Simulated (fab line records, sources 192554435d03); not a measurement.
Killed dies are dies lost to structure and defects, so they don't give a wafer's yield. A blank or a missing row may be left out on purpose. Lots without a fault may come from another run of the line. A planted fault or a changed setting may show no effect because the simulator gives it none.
Chamber matching | flow n5_finfet | N5_BEOL_M0_ETCH_128 on rie_diel-04: 4 sister chambers
The step etches SiCN in CF4/N2, target depth 12 nm, overetch 5.1 nm, time 21.4 s. 22 wafers are shown with their chamber, then 11 later ones without.

WAFERS WITH THEIR CHAMBER
wafer  | chamber | showerhead_plenum_p_Torr (Torr) | drypump_motor_current_A (A) | throttle_valve_pct (%)
L076.1 | 1       | 2.37                            | 5.2                         | 15.19
L076.2 | 0       | 2.17                            | 5.8                         | 15.75
L076.3 | 3       | 2.28                            | 5.6                         | 15.72
L078.1 | 2       | 2.24                            | 4.9                         | 14.99
L078.3 | 3       | 2.28                            | 5.6                         | 15.74
L078.4 | 1       | 2.37                            | 5.2                         | 15.22
L080.2 | 1       | 2.36                            | 5.2                         | 15.21
L080.3 | 0       | 2.17                            | 5.9                         | 15.78
L080.4 | 3       | 2.28                            | 5.6                         | 15.75
L081.1 | 1       | 2.36                            | 5.2                         | 15.22
L081.3 | 3       | 2.28                            | 5.6                         | 15.74
L081.6 | 1       | 2.36                            | 5.2                         | 15.23
L083.2 | 1       | 2.36                            | 5.2                         | 15.23
L083.3 | 2       | 2.24                            | 4.9                         | 15.03
L083.6 | 1       | 2.36                            | 5.2                         | 15.21
L084.3 | 3       | 2.27                            | 5.6                         | 15.76
L084.5 | 3       | 2.28                            | 5.6                         | 15.77
L084.6 | 1       | 2.36                            | 5.1                         | 15.23
L087.3 | 2       | 2.24                            | 5.0                         | 15.06
L087.4 | 0       | 2.17                            | 5.8                         | 15.32
L087.5 | 1       | 2.36                            | 5.2                         | 15.23
L090.4 | 1       | 2.36                            | 5.2                         | 15.26

SIGNATURES (means of the wafers above)
reading                  | chamber 0 | chamber 1 | chamber 2 | chamber 3 | scatter within a chamber
showerhead_plenum_p_Torr | 2.1700    | 2.3620    | 2.2400    | 2.2783    | 0.00368
drypump_motor_current_A  | 5.833     | 5.190     | 4.933     | 5.600     | 0.0352
throttle_valve_pct       | 15.6167   | 15.2230   | 15.0267   | 15.7467   | 0.088
Rule: a wafer's distance from a chamber is the root of the sum, over the readings, of the square of ((its reading less the chamber's mean) divided by the reading's scatter). The wafer belongs to the nearest chamber; if the next one is less than 2 further off, it can't be placed. The scatter: the root of (the sum of the squares of (reading less its chamber's mean) over the shown wafers, divided by (wafers less chambers)).

WAFERS WITHOUT THEIR CHAMBER
wafer  | showerhead_plenum_p_Torr (Torr) | drypump_motor_current_A (A) | throttle_valve_pct (%)
L090.5 | 2.16                            | 5.8                         | 15.33
L090.6 | 2.36                            | 5.2                         | 15.22
L091.1 | 2.36                            | 5.2                         | 15.26
L091.3 | 2.16                            | 5.9                         | 15.34
L091.6 | 2.27                            | 5.6                         | 15.29
L092.1 | 2.27                            | 5.6                         | 15.28
L092.2 | 2.23                            | 4.9                         | 15.07
L092.5 | 2.16                            | 5.9                         | 15.33
L094.2 | 2.16                            | 5.8                         | 15.36
L094.3 | 2.27                            | 5.6                         | 15.30
L094.4 | 2.23                            | 5.0                         | 15.07

WHICH CHAMBER EACH WENT THROUGH
wafer  | from the rows above | in truth
L090.5 | 0                   | 0
L090.6 | 1                   | 1
L091.1 | 1                   | 1
L091.3 | 0                   | 0
L091.6 | 3                   | 3
L092.1 | 3                   | 3
L092.2 | 2                   | 2
L092.5 | 0                   | 0
L094.2 | 0                   | 0
L094.3 | 3                   | 3
L094.4 | 2                   | 2
Placed correctly: 11 of 11. Can't be placed from these rows: 0. Placed wrongly: 0.
